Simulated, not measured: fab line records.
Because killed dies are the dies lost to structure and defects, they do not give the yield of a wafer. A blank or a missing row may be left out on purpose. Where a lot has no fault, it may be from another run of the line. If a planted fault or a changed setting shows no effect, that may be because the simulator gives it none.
fab line records	flow n5-finfet
record lots=5	wafers=15	last-day=16
route steps=1938 shown BEOL_M7@1311 BEOL_M8@1332 PASSIVATION@1936
lots with no fault: from the same line, run without faults
start-h: the number of hours between the record's first day and the start of the first shown wafer of the lot	wait-h: hours since the lot's step before	" same as the row above	L1.1+2: one row covering several wafers at once	- no value, or no start given	* or withheld: withheld	< > ~ a bound
route shown NAME@n: a module of which the file shows steps, and the number in the route of the first	usual: the fault-free wafers' mean and standard deviation	same: alike in all rows	chamber/n: place in a boat	sites: readings site by site	_std_site: standard deviation across them	_edge_site: outer sites' mean less inner sites'	radius-mm: for every site, how far away it sits from the centre of the wafer	mask NAME#n: copy n	behind: the most recent tool/chamber to have shaped the wafer	hold: what put the lot on hold/how long, in hours/how the hold closed	device: transistor that didn't switch, given as n, p or np	end of line: tests of these same wafers at the route's end	a step given without rows: its recipe and nothing more	killed: count of dies lost to structure and defects at first sort (not the wafer's yield)	map: shows each die of a wafer: x if killed, . if not, _ if none is there
set.NAME: setting as actually run; set.NAME@STEP: the setting as run at that earlier step	model.NAME: the simulator's own value behind a step, which no gauge read
lots at some steps of the route; a table a step, a row a wafer
services: a tool's chamber out of use, with start hour (start-h, from the record's first day; less than 0 if before it), hours out, and reason
## steps
# step N5_BEOL_M7_OCD_MEAS_38
# usual trench-depth-nm=93.2/1.7
lot.wafer	tool	chamber	start-h	wait-h	trench-depth-nm
L167.1	ocd-02	-	205.06	-	92.7
L167.4	"	-	"	"	91.0
L167.6	"	-	"	"	91.4
L175.1	ocd-02	-	267.11	-	90.7
L175.2	"	-	"	"	94.4
L175.5	"	-	"	"	93.3
L176.1	ocd-01	-	267.43	-	93.3
L176.3	"	-	"	"	96.0
L176.5	"	-	"	"	93.5
L177.3	ocd-02	-	267.51	-	91.4
L177.5	"	-	"	"	93.4
L177.6	"	-	"	"	94.0
L183.1	ocd-01	-	299.81	-	90.9
L183.2	"	-	"	"	94.6
L183.3	"	-	"	"	93.6
# step N5_BEOL_M7_HM_STRIP_39
# recipe chemistry=peroxide-tin-strip	material=TiN	target-depth-a=250	temp-c=50	time-s=158
# step N5_BEOL_M7_SRD_40
# recipe time-s=30	temp-c=23	rinse-liquid=diw	dry=ipa-marangoni
# step N5_BEOL_M7_PRECLEAN_42
# recipe chemistry=residue-remover	time-s=60	temp-c=40
# step N5_BEOL_M7_SRD_43
# recipe time-s=30	temp-c=23	rinse-liquid=diw	dry=ipa-marangoni
# step N5_BEOL_M7_CD_MEAS_35
# recipe target-cd-nm=40	polarity=opening
# usual cd-nm=39.8/0.61
lot.wafer	tool	chamber	start-h	wait-h	cd-nm
L167.1	cd-sem-01	-	205.21	0.0	40.4
L167.4	"	-	"	"	39.2
L167.6	"	-	"	"	39.8
L175.1	cd-sem-02	-	267.26	0.0	39.2
L175.2	"	-	"	"	38.8
L175.5	"	-	"	"	39.2
L176.1	cd-sem-01	-	267.58	0.0	39.8
L176.3	"	-	"	"	40.6
L176.5	"	-	"	"	39.5
L177.3	cd-sem-02	-	267.66	0.0	40.3
L177.5	"	-	"	"	39.6
L177.6	"	-	"	"	39.3
L183.1	cd-sem-03	-	299.96	0.0	40.0
L183.2	"	-	"	"	40.3
L183.3	"	-	"	"	39.0
# step N5_BEOL_M7_CURE_75
# recipe temp-c=370	time-s=120	ambient=DMADMS/He	material=SiCOH_lowk
# step N5_BEOL_M7_DEGAS_44
# recipe ambient=vacuum	temp-c=250	time-s=60
# usual heater-power-w=325/42
lot.wafer	tool	chamber	start-h	wait-h	heater-power-w
L167.1	pvd-sputter-02	-	205.76	0.5	365
L167.4	"	-	"	"	351
L167.6	"	-	"	"	369
L175.1	pvd-sputter-01	-	267.64	0.3	270
L175.2	"	-	"	"	294
L175.5	"	-	"	"	303
L176.1	pvd-sputter-03	-	267.96	0.3	352
L176.3	"	-	"	"	417
L176.5	"	-	"	"	363
L177.3	pvd-sputter-01	-	268.05	0.2	270
L177.5	"	-	"	"	268
L177.6	"	-	"	"	298
L183.1	pvd-sputter-03	-	300.90	0.6	359
L183.2	"	-	"	"	417
L183.3	"	-	"	"	353
# step N5_BEOL_M7_PRE_CLEAN_45
# recipe gas=H2/He	time-s=30	temp-c=250
# step N5_BEOL_M7_ALD_77
# recipe material=TaN	target-thk-a=20	temp-c=275	ald-precursor-family=PDMAT	ald-co-reactant=NH3	pressure-torr=3	carrier-flow-sccm=1500	pulse-time-s=2	purge-time-s=3	co-reactant-purge-time-s=2	co-reactant-pulse-time-s=3	ald-cycles=40	precursor-vessel-temp-c=75	precursor-vessel-pressure-torr=26.25	precursor-vessel-carrier-sccm=1000
# usual heater-power-w=410/31
lot.wafer	tool	chamber	start-h	wait-h	heater-power-w
L167.1	ald-metal-04	0	205.87	0.1	443
L167.4	"	1	"	"	423
L167.6	"	0	"	"	447
L175.1	ald-metal-02	3	267.74	0.0	405
L175.2	"	1	"	"	415
L175.5	"	0	"	"	449
L176.1	ald-metal-04	2	268.06	0.0	377
L176.3	"	0	"	"	441
L176.5	"	0	"	"	433
L177.3	ald-metal-02	1	268.16	0.0	402
L177.5	"	0	"	"	445
L177.6	"	1	"	"	410
L183.1	ald-metal-02	1	301.00	0.0	409
L183.2	"	0	"	"	442
L183.3	"	3	"	"	418
# step N5_BEOL_M7_SURFACE_TREAT_79
# recipe gas=Ar	time-s=*	ion-energy-ev=*	ion-current-ma-cm2=0.5	pressure-mtorr=*	ar-flow-sccm=30
# step N5_BEOL_M7_CVD_78
# recipe material=Co	target-thk-a=20	temp-c=withheld	precursor=CCTBA/H2	pressure-torr=30	time-s=142.3
# step N5_BEOL_M7_SPUTTER_48
# recipe material=Cu	target-thk-a=100	temp-c=-20	bias-v=60	power-w=26000	chamber-pressure-pa=0.13	time-s=1.667
# usual chamber-pressure-pa=0.12999/0.00028	throttle-valve-pct=30.3/1.1
lot.wafer	tool	chamber	start-h	wait-h	chamber-pressure-pa	throttle-valve-pct
L167.1	pvd-sputter-01	-	206.74	0.1	0.12983	29.6
L167.4	"	-	"	"	0.12988	28.3
L167.6	"	-	"	"	0.12982	28.4
L175.1	pvd-sputter-01	-	268.33	0.1	0.12999	31.2
L175.2	"	-	"	"	0.1304	31.8
L175.5	"	-	"	"	0.1301	31.2
L176.1	pvd-sputter-03	-	269.00	0.4	0.12984	29.4
L176.3	"	-	"	"	0.12976	29.3
L176.5	"	-	"	"	0.13006	31.1
L177.3	pvd-sputter-03	-	269.08	0.2	0.13036	30.9
L177.5	"	-	"	"	0.12986	29.5
L177.6	"	-	"	"	0.1294	30.8
L183.1	pvd-sputter-01	-	301.56	0.1	0.13043	29.9
L183.2	"	-	"	"	0.1305	31.8
L183.3	"	-	"	"	0.13017	28.7
# step N5_BEOL_M7_ECD_50
# recipe material=Cu	target-thk-a=3000
# step N5_BEOL_M7_ANNEAL_51
# recipe temp-c=225	time-s=90	ambient=N2
# step N5_BEOL_M7_CMP_52
# recipe stop-on=SiCOH_lowk	t-overpolish-s=6.9	down-force-psi=1	platen-rpm=50	clearing-platen-down-force-psi=1.5	clearing-platen-rpm=50	post-cmp-clean=cu-alkaline	target-thk-nm=80	clearing-platen-pad-velocity-m-s=0.99484	pad-velocity-m-s=0.99484
# step N5_BEOL_M7_PRE_CLEAN_55
# recipe gas=NH3	time-s=15	temp-c=withheld	rf-power-w=300
# step N5_BEOL_M7_DEP_56
# recipe material=SiCN	target-thk-a=100	temp-c=withheld	precursor=3MS/NH3	pressure-torr=3	rf-w=202	time-s=17.5
# step N5_BEOL_M7_RS_MEAS_57
# recipe thk-meas-gauge=four-point-probe	reads=Cu_of_BEOL_M7_ECD_50+Co_of_BEOL_M7_CVD_78+TaN_of_BEOL_M7_ALD_77
# usual M7_RS=0.289/0.0091
lot.wafer	tool	chamber	start-h	wait-h	M7_RS[ohm/sq]
L167.1	film-metro-02	-	207.70	0.1	0.298
L167.4	"	-	"	"	0.315
L167.6	"	-	"	"	0.306
L175.1	film-metro-01	-	269.91	0.1	0.294
L175.2	"	-	"	"	0.282
L175.5	"	-	"	"	0.286
L176.1	film-metro-01	-	270.22	0.1	0.281
L176.3	"	-	"	"	0.278
L176.5	"	-	"	"	0.281
L177.3	film-metro-01	-	270.51	0.1	0.300
L177.5	"	-	"	"	0.286
L177.6	"	-	"	"	0.287
L183.1	film-metro-02	-	302.62	0.1	0.298
L183.2	"	-	"	"	0.277
L183.3	"	-	"	"	0.282
# step N5_BEOL_M7_INSPECT_58
# recipe inspect-instrument=darkfield	mode=post-dep
# usual raw-defect-count=74/22
lot.wafer	tool	chamber	start-h	wait-h	raw-defect-count
L167.1	defect-inspect-01	-	207.73	0.0	83
L167.4	"	-	"	"	94
L167.6	"	-	"	"	110
L175.1	defect-inspect-02	-	269.93	0.0	79
L175.2	"	-	"	"	87
L175.5	"	-	"	"	41
L176.1	defect-inspect-01	-	270.25	0.0	62
L176.3	"	-	"	"	40
L176.5	"	-	"	"	61
L177.3	defect-inspect-02	-	270.54	0.0	74
L177.5	"	-	"	"	62
L177.6	"	-	"	"	44
L183.1	defect-inspect-01	-	302.65	0.0	125
L183.2	"	-	"	"	77
L183.3	"	-	"	"	95
# step N5_BEOL_M8_ILD_DEP_00
# recipe material=SiCOH_lowk	target-thk-a=1797.5	temp-c=300	precursor=DEMS/porogen	pressure-torr=5	rf-w=500	time-s=33.4
# step N5_BEOL_M8_CURE_74
# recipe temp-c=385	time-s=240	ambient=He/Ar	material=SiCOH_lowk
# step N5_BEOL_M8_THK_MEAS_01
# recipe reads=SiCOH_lowk_of_BEOL_M8_ILD_DEP_00
# usual M8_ILD_THK=154.4/2.2
lot.wafer	tool	chamber	start-h	wait-h	M8_ILD_THK[nm]
L167.1	film-metro-02	-	208.96	0.8	155.3
L167.4	"	-	"	"	155.6
L167.6	"	-	"	"	158.2
L175.1	film-metro-02	-	270.56	0.4	157.6
L175.2	"	-	"	"	154.2
L175.5	"	-	"	"	157.2
L176.1	film-metro-02	-	270.88	0.4	153.6
L176.3	"	-	"	"	155.1
L176.5	"	-	"	"	153.2
L177.3	film-metro-01	-	271.15	0.3	151.7
L177.5	"	-	"	"	154.5
L177.6	"	-	"	"	152.4
L183.1	film-metro-01	-	303.94	0.8	152.5
L183.2	"	-	"	"	154.1
L183.3	"	-	"	"	152.7
# step N5_BEOL_M8_PECVD_70
# recipe material=SiO2	target-thk-a=200	temp-c=400	precursor=TEOS/O2	pressure-torr=5.5	rf-w=450	teos-flow-sccm=53.8	gas=O2	flow-sccm=3000	time-s=22.7
# step N5_BEOL_M8_HM_DEP_02
# recipe material=TiN	target-thk-a=200	temp-c=25	chamber-pressure-pa=0.49996
# usual chamber-pressure-pa=0.5001/0.00095	throttle-valve-pct=30.4/0.95
lot.wafer	tool	chamber	start-h	wait-h	chamber-pressure-pa	throttle-valve-pct
L167.1	pvd-sputter-03	-	210.01	1.0	0.4988	31.0
L167.4	"	-	"	"	0.5008	29.7
L167.6	"	-	"	"	0.5003	29.6
L175.1	pvd-sputter-01	-	272.89	2.3	0.5004	31.5
L175.2	"	-	"	"	0.4988	31.1
L175.5	"	-	"	"	0.5001	31.6
L176.1	pvd-sputter-02	-	272.99	2.1	0.5000	31.9
L176.3	"	-	"	"	0.4986	30.5
L176.5	"	-	"	"	0.5010	30.0
L177.3	pvd-sputter-02	-	273.19	2.0	0.5000	30.0
L177.5	"	-	"	"	0.4978	30.3
L177.6	"	-	"	"	0.5003	31.9
L183.1	pvd-sputter-03	-	304.88	0.9	0.5006	31.0
L183.2	"	-	"	"	0.5002	29.5
L183.3	"	-	"	"	0.4998	31.2
# step N5_BEOL_M8_COAT_59
# recipe resist=SOC	temp-c=250	time-s=60	spin-rpm=1500	resist-thk-nm=100
# step N5_BEOL_M8_COAT_60
# recipe resist=SiARC	temp-c=220	time-s=60	spin-rpm=1500	resist-thk-nm=35
# step N5_BEOL_M8_COAT_05
# recipe resist=CAR-ArF	spin-rpm=1500	resist-thk-nm=90
# step N5_BEOL_M8_EBR_07
# recipe solvent=PGMEA	ebr-width-mm=1.5
# step N5_BEOL_M8_SOFTBAKE_06
# recipe temp-c=110	time-s=60	resist=CAR-ArF
# step N5_BEOL_M8_EXPOSE_08
# recipe mask-id=M8	na=1.35	source-shape=dipole	sigma-inner=0.817	sigma-outer=0.97	polarization=te	dose-mj=68.25
# step N5_BEOL_M8_PEB_09
# recipe peb-temp-c=withheld	peb-time-s=60	resist=CAR-ArF
# step N5_BEOL_M8_DEVELOP_10
# recipe develop-time-s=30	developer=TMAH	resist=CAR-ArF	rinse-liquid=diw	dry=air-spin	dev-temp-c=23
# step N5_BEOL_M8_CD_MEAS_11
# recipe target-cd-nm=38.5	landing-energy-ev=500	detector=se-inlens	polarity=opening
# usual cd-nm=38.8/0.54
lot.wafer	tool	chamber	start-h	wait-h	cd-nm
L167.1	cd-sem-03	0	210.51	-	38.2
L167.4	"	0	"	"	38.4
L167.6	"	0	"	"	38.2
L175.1	cd-sem-03	0	273.40	-	39.5
L175.2	"	0	"	"	39.4
L175.5	"	0	"	"	38.6
L176.1	cd-sem-02	0	273.57	-	38.1
L176.3	"	0	"	"	37.8
L176.5	"	0	"	"	38.4
L177.3	cd-sem-01	0	273.74	-	39.4
L177.5	"	0	"	"	39.0
L177.6	"	0	"	"	38.6
L183.1	cd-sem-03	0	305.38	-	38.7
L183.2	"	0	"	"	38.7
L183.3	"	0	"	"	39.0
# step N5_BEOL_M8_OVL_MEAS_12
# recipe points-per-wafer=44
# usual M8_OVL=-0.3/0.72
lot.wafer	tool	chamber	start-h	wait-h	M8_OVL[nm]
L167.1	overlay-02	0	210.54	0.0	0.4
L167.4	"	0	"	"	1.3
L167.6	"	0	"	"	1.0
L175.1	overlay-01	0	273.43	0.0	-0.2
L175.2	"	0	"	"	0.6
L175.5	"	0	"	"	0.8
L176.1	overlay-01	0	273.60	0.0	-0.6
L176.3	"	0	"	"	-0.2
L176.5	"	0	"	"	-1.1
L177.3	overlay-01	0	273.76	0.0	-1.5
L177.5	"	0	"	"	-1.0
L177.6	"	0	"	"	-0.4
L183.1	overlay-01	0	305.41	0.0	-0.9
L183.2	"	0	"	"	-0.7
L183.3	"	0	"	"	-1.0
# step N5_BEOL_M8_INSPECT_13
# recipe mode=adi	inspect-instrument=brightfield
# usual raw-defect-count=430/96
lot.wafer	tool	chamber	start-h	wait-h	raw-defect-count
L167.1	defect-inspect-02	-	210.56	0.0	328
L167.4	"	-	"	"	356
L167.6	"	-	"	"	375
L175.1	defect-inspect-02	-	273.46	0.0	335
L175.2	"	-	"	"	350
L175.5	"	-	"	"	434
L176.1	defect-inspect-02	-	273.62	0.0	426
L176.3	"	-	"	"	277
L176.5	"	-	"	"	376
L177.3	defect-inspect-02	-	273.79	0.0	513
L177.5	"	-	"	"	432
L177.6	"	-	"	"	380
L183.1	defect-inspect-02	-	305.43	0.0	457
L183.2	"	-	"	"	506
L183.3	"	-	"	"	486
# step N5_BEOL_M8_DESCUM_16
# recipe chemistry=O2	time-s=7.9	source-power-w=50	bias-power-w=20	pressure-mtorr=20	rf-frequency-hz=2.712e+07	temp-c=40	resist=CAR-ArF	o2-flow-sccm=225
# usual drypump-motor-current-A=5.6/0.51	o2-flow-sccm=224.9/0.65	oes-product-au=0.83/0.081	rf-vpp-V=242.7/1.4	showerhead-plenum-p-Torr=2.07/0.065	throttle-valve-pct=20.36/0.28
lot.wafer	tool	chamber	start-h	wait-h	drypump-motor-current-A	o2-flow-sccm	oes-product-au	rf-hours-counter-h	rf-vpp-V	showerhead-plenum-p-Torr	throttle-valve-pct
L167.1	rie-diel-02	2	210.63	0.1	5.2	224.9	0.83	72	242.7	2.04	20.35
L167.4	"	1	"	"	6.4	224.8	0.95	10	242.8	2.05	19.81
L167.6	"	1	"	"	6.4	224.3	0.96	-	244.0	2.05	19.82
L175.1	rie-diel-03	1	273.49	0.0	5.3	223.8	0.78	107	241.3	2.04	20.35
L175.2	"	0	"	"	6.1	225.6	0.85	58	242.3	2.05	20.78
L175.5	"	1	"	"	5.3	225.1	0.78	-	242.3	2.04	20.33
L176.1	rie-diel-04	1	273.66	0.0	6.0	224.9	0.70	238	243.6	2.15	20.90
L176.3	"	0	"	"	5.0	225.1	0.92	15	242.4	2.03	20.18
L176.5	"	2	"	"	5.1	224.8	0.88	-	243.1	2.05	20.37
L177.3	rie-diel-02	2	274.05	0.3	5.1	224.4	0.80	95	242.7	2.03	20.38
L177.5	"	1	"	"	6.4	224.9	0.89	-	243.1	2.04	19.85
L177.6	"	3	"	"	5.2	225.1	0.86	-	245.8	2.22	20.35
L183.1	rie-diel-02	1	305.58	0.1	6.4	224.2	0.89	46	242.1	2.04	19.87
L183.2	"	0	"	"	5.1	225.2	0.94	6	244.4	2.22	20.40
L183.3	"	3	"	"	5.3	225.3	0.84	74	244.8	2.21	20.35
# step N5_BEOL_M8_ETCH_61
# recipe chemistry=CF4	target=SiARC	target-depth-a=455	mask-material=CAR-ArF	time-s=75.8	ion-energy-ev=80	pressure-mtorr=40	source-w=545	bias-w=36	Ar_flow_sccm=100	cf4-flow-sccm=100	ends=cleared
# step N5_BEOL_M8_ETCH_62
# recipe chemistry=N2/H2	target=SOC	target-depth-a=1100	overetch-a=220	mask-material=SiARC	temp-c=40	time-s=165	ion-energy-ev=200	pressure-mtorr=30	source-w=840	bias-w=150	n2-flow-sccm=200	h2-flow-sccm=200
# step N5_BEOL_M8_STRIP_68
# recipe chemistry=N2/H2	temp-c=40	n2-flow-sccm=200	h2-flow-sccm=200	rf-frequency-hz=6e+07
# step N5_BEOL_M8_STRIP_67
# recipe chemistry=CF4	resist=SiARC	power-w=300	bias-power-w=75	pressure-mtorr=50	cf4-flow-sccm=150	rf-frequency-hz=6e+07
# usual drypump-motor-current-A=5.6/0.51	oes-product-au=0.83/0.075	rf-vpp-V=270.7/1.4	showerhead-plenum-p-Torr=1.77/0.055	throttle-valve-pct=13.5/0.3
lot.wafer	tool	chamber	start-h	wait-h	drypump-motor-current-A	oes-product-au	rf-hours-counter-h	rf-vpp-V	showerhead-plenum-p-Torr	throttle-valve-pct
L167.1	rie-diel-02	2	210.87	0.0	5.1	0.82	72	270.3	1.74	13.4
L167.4	"	1	"	"	6.4	0.95	10	269.2	1.77	13.0
L167.6	"	1	"	"	6.4	0.94	-	269.5	1.77	13.0
L175.1	rie-diel-03	1	273.73	0.0	5.3	0.79	107	268.6	1.74	13.4
L175.2	"	0	"	"	6.1	0.85	58	271.0	1.75	13.7
L175.5	"	1	"	"	5.3	0.79	-	267.9	1.74	13.4
L176.1	rie-diel-04	1	273.90	0.0	6.0	0.70	238	271.9	1.83	14.0
L176.3	"	0	"	"	5.0	0.90	15	269.5	1.76	13.4
L176.5	"	2	"	"	5.0	0.86	-	272.4	1.74	13.3
L177.3	rie-diel-02	2	274.28	0.0	5.1	0.80	95	270.7	1.73	13.4
L177.5	"	1	"	"	6.4	0.89	-	270.2	1.76	13.1
L177.6	"	3	"	"	5.3	0.85	-	272.1	1.87	13.3
L183.1	rie-diel-02	1	305.82	0.0	6.4	0.87	46	270.5	1.76	13.1
L183.2	"	0	"	"	5.1	0.94	6	272.4	1.91	13.6
L183.3	"	3	"	"	5.3	0.84	74	273.7	1.87	13.3
# step N5_PASSIVATION_PROBE_49
# usual defect-limited-yield=91.7/1.7	killed_at_M0_to_M3=34/10	killed_at_M4_up=13/5.1	killed-at-contacts=12/6.2	killed-at-front-end=36/12	killed-at-other=3.2/2.6	killed-dies=98/20	killed-open=65/13	killed-short=32/8.4	sort_bin_5_function=4.8/1.1	sort_bin_6_memory=3.2/0.74	sort-n-pass=1082/20	sort-yield-pct=91.7/1.7
# same gross-dies=1180	killed-at-back-side=0	sort_bin_4_leakage[%]=0	sort_bin_8_speed[%]=0
lot.wafer	tool	chamber	start-h	wait-h	defect-limited-yield[%]	killed_at_M0_to_M3	killed_at_M4_up	killed-at-contacts	killed-at-front-end	killed-at-other	killed-dies	killed-open	killed-short	sort_bin_5_function[%]	sort_bin_6_memory[%]	sort-n-pass	sort-yield-pct[%]
L183.2	prober-02	-	376.54	0.1	87.1	42	40	7	60	3	152	81	44	6.9	5.4	1028	87.1
# killed by level:class
L183.2 BEOL_M7:interface-void-opened=27 BEOL_M2:geometric-particle:open=13 FIN_SAQP:geometric-particle:short=11 GATE_CUT:geometric-particle:short=11 BEOL_M0_SAQP:geometric-particle:open=11 FIN_SAQP:geometric-particle:open=8 STI_FIN_REVEAL:geometric-particle:open=7 BEOL_M4:geometric-particle:open=6
# map L183.2 (x killed, . not)
_________________............________________
______________..........x......x_____________
___________........x..x...x..x.....__________
__________....x....................._________
________..........x.x................._______
_______...x...xx.xxx..x...........x..x.______
______.xxxx..............x.......xxx...x_____
_____...xx.x.............................____
____..x............x...x.......x.......x..___
___..x......x............x.x.x..........x..__
___..x.x..................x.......x.x.x....__
__x..............x....x..x.................._
__...x...............................x...x.._
_.......x...............x.x......xx..x.....x.
_.......x.x...........x........x.....x.......
_.x..............x..............x...xx....x..
_xx...............x.....xxx..............x...
_x.........x..x........x...................x.
_x..x.........x....x.........x........x......
_.............x.............x...x.x..x..x.x..
_..xx..x....x................x.x....x.......x
__.x..x...x......x.........x...........x.x.._
__x...x.........................x.....x....._
___x.......x....x..................x.......__
___..x.....x...x..x...............x.......x__
____.................x....................___
_____.......x..................x........x____
______..x...........................x..._____
_______...........x......x.............______
________x.xx.........................x_______
__________x..........x.....x.......x_________
___________x.x...x..x.......x..x...__________
______________.......x...x......_____________
_________________x.......x...________________
# map L175.2 (x killed, . not)
_________________.....x......________________
______________x................._____________
___________.x.x....................__________
__________..................x...x..._________
________x......x.............x........_______
_______.x.x...............x....x.......______
______.x................................_____
_____.x.......xx.x......x.....x.....xx...____
____x..x.x.x.x........x..x...xx.x......x..___
___x....x...xx.......x.........xxx....x....__
___x.................x......x...........x..__
__.........................................._
__......x.....x...x........................x_
_x.....x...x.x.........x...........xxx.......
_.....x...x..........x..........x.x.x........
_.x....................x...x..x.......x.....x
_.x..x.x......x...x..............x...........
_.x.x..x...............x......x.......x......
_...xx....x....x.....x..x.......x.......x....
_x.....x..............x...x....x.......x..x..
_....x................x.....xx.........x.....
__x..........x...x........................x._
__....x.....x........x....x.....x........x.._
___......................x.x..x............__
___.....x....x..........................x..__
____x..x............x..x.......x..........___
_____........x.x..x..x..x.x...........x.x____
______..................x.............x._____
_______x.....x.x..x...............x....______
________.x................x...x.xxx.x._______
__________.x...........x.....x.x...._________
___________......x........x........__________
______________x.x.......x...x..._____________
_________________.x.........x________________
## services
tool	chamber	start-h	hours	kind
rie-diel-03	1	204.96	8.0	repair
rie-diel-03	0	222.41	3.9	repair
rie-diel-04	0	244.97	22.3	repair
rie-diel-03	2	251.38	-	clean
rie-diel-03	2	251.38	-	consumable-replace:focus-ring
rie-diel-03	2	251.38	17.0	scheduled-down
rie-diel-03	2	251.38	17.0	vent-cycle
pvd-sputter-01	-	260.51	3.0	repair
rie-diel-02	0	267.08	-	clean
rie-diel-02	0	267.08	-	consumable-replace:focus-ring
rie-diel-02	0	267.08	-	consumable-replace:showerhead
rie-diel-02	0	267.08	22.5	scheduled-down
rie-diel-02	0	267.08	22.5	vent-cycle
rie-diel-02	3	277.74	6.1	repair
ald-metal-02	0	281.63	3.5	repair
ald-metal-04	-	282.81	14.6	pm
rie-diel-04	1	305.74	-	clean
rie-diel-04	1	305.74	-	consumable-replace:focus-ring
rie-diel-04	1	305.74	17.1	scheduled-down
rie-diel-04	1	305.74	17.1	vent-cycle
## key
first-sign step=N5_PASSIVATION_PROBE_49	reading=killed_at_M4_up	direction=up	sigmas=5.2	usual=13	struck=40
effect none on later readings
met-at N5_BEOL_M7_SPUTTER_48
struck-wafers L183.2
onset-between 268.33 301.56
fault kind=process-parameter-drift	tool=pvd-sputter-01	chamber=-	onset-h=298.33	steps=N5_BEOL_M7_SPUTTER_48	channel=time-s	offset=*	shape=step	end-h=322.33	scope=struck-wafers-only	acts-in=*	stated=*
